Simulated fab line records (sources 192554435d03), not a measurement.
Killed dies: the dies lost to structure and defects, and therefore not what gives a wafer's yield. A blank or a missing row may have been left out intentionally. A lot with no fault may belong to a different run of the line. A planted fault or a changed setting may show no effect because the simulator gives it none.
Struck lot and sound lot, side by side ; flow n5-finfet ; 17 out of 1938 route steps
Sound: wafers L570.2, L570.3, L570.5. Struck: wafer L584.5 (L584.2, L584.4, from the same lot, were not struck and are left out); the cause is given at the end.
Order at every step that has rows: each side's tool, ch and its chambers, its first start. Under that, the readings that differ: sound wafers ; struck wafers ; difference of the means ; sigmas: that difference in standard deviations of wafers without a fault.
alike: words and numbers the same on both sides, and readings whose means are apart by under 2 such deviations; not compared: readings that were withheld, readings missing a value for some wafer, numbers with overlapping values and no deviation given by the record, and bounds like >300 which may hide the same value.
The two part at a step that has a row with sigmas, a row that says differs or no value, or rows on one side only. Numbers that don't overlap but have no deviation are shown without sigmas and don't part them. Lack of a reading on every wafer of one side parts them only where that side has two or more wafers.

first, 7 steps without rows for these wafers: N5_BEOL_M7_COAT_60 (time 60 s, resist thk 35 nm); N5_BEOL_M7_COAT_05 (resist thk 90 nm); N5_BEOL_M7_EBR_07; N5_BEOL_M7_SOFTBAKE_06 (time 60 s); N5_BEOL_M7_EXPOSE_08 (exposes mask M7); N5_BEOL_M7_PEB_09 (peb time 60 s); N5_BEOL_M7_DEVELOP_10 (develop time 30 s).
N5_BEOL_M7_CD_MEAS_11 targets a cd of 38.5 nm.
  sound on cd-sem-03 ch 0, day 10 23:40; struck on cd-sem-03 ch 0, day 14 18:46
  alike: cd-nm
N5_BEOL_M7_OVL_MEAS_12:
  sound on overlay-02 ch 0, day 10 23:42; struck on overlay-01 ch 0, day 14 18:48
  alike: M7_OVL
N5_BEOL_M7_INSPECT_13: inspects for defects (brightfield).
  sound on defect-inspect-01, day 10 23:43; struck on defect-inspect-01, day 14 18:49
  alike: raw-defect-count
N5_BEOL_M7_DESCUM_16: chemistry O2, time 7.9 s.
  sound on rie-diel-01 ch 1,2,3, day 10 23:46; struck on rie-diel-03 ch 3, day 14 19:02
  alike: drypump-motor-current-A, oes-product-au, rf-vpp-V, showerhead-plenum-p-Torr, throttle-valve-pct
  not compared: rf-hours-counter-h
N5_BEOL_M7_ETCH_61: etches SiARC in CF4, target depth 45.5 nm, time 75.8 s.
  sound on rie-diel-01 ch 1,2,3, day 10 23:47; struck on rie-diel-03 ch 3, day 14 19:05
  alike: drypump-motor-current-A, etch-rf-on-time-s, oes-product-au, rf-vpp-V, showerhead-plenum-p-Torr, throttle-valve-pct
  not compared: rf-hours-counter-h
N5_BEOL_M7_ETCH_62: etches SOC in N2/H2, target depth 110 nm, overetch 22 nm, time 165 s.
  sound on rie-diel-01 ch 1,2,3, day 10 23:51; struck on rie-diel-03 ch 3, day 14 19:08
reading;sound;struck;difference;sigmas
model.SiARC_of_BEOL_M7_COAT_60.thk-nm (nm);28.2 28 28.2;25.8;-2.3;
model.BEOL_M7.cd-offset-nm (nm);-0.2 0 0.4;0.6;+0.5;
  alike: drypump-motor-current-A, h2-flow-sccm, oes-product-au, rf-vpp-V, showerhead-plenum-p-Torr, throttle-valve-pct
  not compared: rf-hours-counter-h
then, 1 step without rows for these wafers: N5_BEOL_M7_STRIP_68 (strips in N2/H2).
N5_BEOL_M7_STRIP_67: strips in CF4.
  sound on rie-diel-01 ch 1,2,3, day 10 23:59; struck on rie-diel-03 ch 3, day 14 19:17
  alike: drypump-motor-current-A, oes-product-au, rf-vpp-V, showerhead-plenum-p-Torr, throttle-valve-pct
  not compared: rf-hours-counter-h
N5_BEOL_M7_HM_OPEN_17: chemistry Cl2/BCl3, target TiN, target depth 20 nm, overetch 6 nm.
  sound on rie-metal-01 ch 0,1, day 11 00:02; struck on rie-metal-01 ch 1, day 14 19:19
reading;sound;struck;difference;sigmas
model.BEOL_M7.cd-offset-nm (nm);-0.2 -0.2 0.2;0.6;+0.7;
  alike: drypump-motor-current-A, he-backside-leak-sccm, mfc-cl2-sccm, oes-product-au, throttle-valve-pct
  not compared: rf-hours-counter-h
N5_BEOL_M7_STRIP_19: strips in O2.
  sound on rie-diel-02 ch 0,1,3, day 11 00:08; struck on rie-diel-03 ch 3, day 14 19:26
  alike: drypump-motor-current-A, oes-product-au, rf-vpp-V, showerhead-plenum-p-Torr, throttle-valve-pct
  not compared: rf-hours-counter-h

WHERE THEY PART
Nowhere in this record.

WHY: what had been put in by the simulator
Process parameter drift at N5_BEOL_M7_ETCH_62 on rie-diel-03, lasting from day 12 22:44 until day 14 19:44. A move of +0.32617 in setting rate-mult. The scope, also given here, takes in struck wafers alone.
